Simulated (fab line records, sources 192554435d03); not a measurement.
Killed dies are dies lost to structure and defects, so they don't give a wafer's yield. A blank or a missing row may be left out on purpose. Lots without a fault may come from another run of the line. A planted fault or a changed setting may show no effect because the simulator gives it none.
One fault seen from 2 desks | flow n5_finfet | each desk has only its own numbers; what lay behind them comes last

THE TOOL OWNER'S DESK: rie_diel-03
The tool's own readings at N5_HKMG_FIN_ETCH_58 (etches SOC in N2/H2, target depth 215.8 nm, time 741 s): means of the sampled wafers that have a number, for each lot that ran on this tool. A lot is out of limits, marked OUT, if its mean lies more than 4 standard deviations from the usual mean; the brackets give that distance.
Columns: A = bias_w at N5_HKMG_FIN_ETCH_58, usual 13.00 W; B = drypump_motor_current_A at N5_HKMG_FIN_ETCH_58, usual 5.68 A; C = oes_product_au at N5_HKMG_FIN_ETCH_58, usual 0.77 a.u.; D = rf_vpp_V at N5_HKMG_FIN_ETCH_58, usual 99.2 V; E = run_length_s at N5_HKMG_FIN_ETCH_58, usual 764.3 s; F = showerhead_plenum_p_Torr at N5_HKMG_FIN_ETCH_58, usual 2.54 Torr; G = throttle_valve_pct at N5_HKMG_FIN_ETCH_58, usual 17.86 %
lot  | first seen here | A     | B    | C    | D     | E                       | F    | G
L870 | day 3 22:13     | 13.01 | 5.85 | 0.78 | 99.5  | 763.9                   | 2.58 | 17.66
L875 | day 5 08:04     | 12.97 | 5.76 | 0.77 | 100.1 | 764.2                   | 2.54 | 17.76
L884 | day 7 09:54     | 13.03 | 5.57 | 0.72 | 99.3  | 598.0 (-99 or more) OUT | 2.50 | 17.69
L887 | day 8 05:37     | 13.03 | 5.85 | 0.77 | 99.2  | 598.0 (-99 or more) OUT | 2.54 | 17.84
L888 | day 8 12:59     | 13.00 | 5.77 | 0.77 | 98.6  | 653.1 (-99 or more) OUT | 2.49 | 17.62
This desk's finding: out of limits on L884, L887, L888; first on L884, day 7 09:54 (run_length_s at N5_HKMG_FIN_ETCH_58). In limits: L870, L875.

THE METROLOGY DESK
What the gauges read, lot by lot, whatever tool the lot ran on: means of the sampled wafers that have a number. A lot is out of limits, marked OUT, if its mean lies more than 4 standard deviations from the usual mean; the brackets give that distance. Of its 15 readings 7 are shown: the one that was out of limits first, and those that lie furthest out on some lot.
Columns: A = IOFF_N at N5_BEOL_M4_RC_MEAS_101, usual 0.16 nA/um; B = IOFF_N_85C at N5_BEOL_M4_RC_MEAS_101, usual 3.2 nA/um; C = IOFF_N_LIN at N5_BEOL_M4_RC_MEAS_101, usual 0.076 nA/um; D = IOFF_N_LONG at N5_BEOL_M4_RC_MEAS_101, usual 5.56e-05 nA/um; E = VT_N at N5_BEOL_M4_RC_MEAS_101, usual 249 mV; F = VT_N_LONG at N5_BEOL_M4_RC_MEAS_101, usual 274.7 mV; G = VT_P_LVT at N5_BEOL_M4_RC_MEAS_101, usual -99 mV
lot  | first seen here | A                       | B                       | C                       | D                          | E             | F               | G
L870 | day 10 20:59    | 0.17                    | 3.3                     | 0.080                   | 5.47e-05                   | 249           | 276.1           | -97
L876 | day 12 13:42    | 0.14                    | 2.9                     | 0.068                   | 5.76e-05                   | 249           | 273.1           | -103
L875 | day 13 01:20    | 0.19                    | 3.7                     | 0.086                   | 5.70e-05                   | 248           | 272.5           | -98
L884 | day 15 11:49    | 15.88 (+99 or more) OUT | 136.8 (+99 or more) OUT | 7.558 (+99 or more) OUT | 5.27e-03 (+99 or more) OUT | 170 (-21) OUT | 198.0 (-38) OUT | -138 (-13) OUT
L887 | day 15 19:12    | 14.28 (+99 or more) OUT | 122.8 (+99 or more) OUT | 6.778 (+99 or more) OUT | 4.82e-03 (+99 or more) OUT | 176 (-19) OUT | 199.8 (-37) OUT | -142 (-14) OUT
L888 | day 15 19:40    | 10.19 (+99 or more) OUT | 84.9 (+99 or more) OUT  | 4.830 (+99 or more) OUT | 3.39e-03 (+99 or more) OUT | 197 (-14) OUT | 222.2 (-26) OUT | -123 (-8.1) OUT
L890 | day 15 22:50    | 0.18                    | 3.4                     | 0.082                   | 5.42e-05                   | 248           | 275.9           | -98
L892 | day 16 04:26    | 0.16                    | 3.1                     | 0.076                   | 5.22e-05                   | 248           | 277.1           | -101
L889 | day 17 04:29    | 0.16                    | 3.1                     | 0.074                   | 5.48e-05                   | 250           | 274.9           | -100
This desk's finding: out of limits on L884, L887, L888; first on L884, day 15 11:49 (IOFF_N at N5_BEOL_M4_RC_MEAS_101). In limits: L870, L876, L875, L890, L892, L889.

PUT TOGETHER
The tool owner's desk could have raised an alarm at day 7 09:54, on L884, L887, L888.
The metrology desk could have raised an alarm at day 15 11:49, on L884, L887, L888.
Of the lots named, all ran N5_HKMG_FIN_ETCH_58 on rie_diel-03.

WHAT THE SIMULATOR HAD PUT IN
Process parameter drift: rie_diel-03, from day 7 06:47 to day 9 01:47, at N5_HKMG_FIN_ETCH_58. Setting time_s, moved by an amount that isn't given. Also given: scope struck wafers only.
Lots struck among those shown: L884, L887, L888.
Hours from the fault's start to each desk's first reading out of limits: the tool owner's desk, 3; the metrology desk, 197.
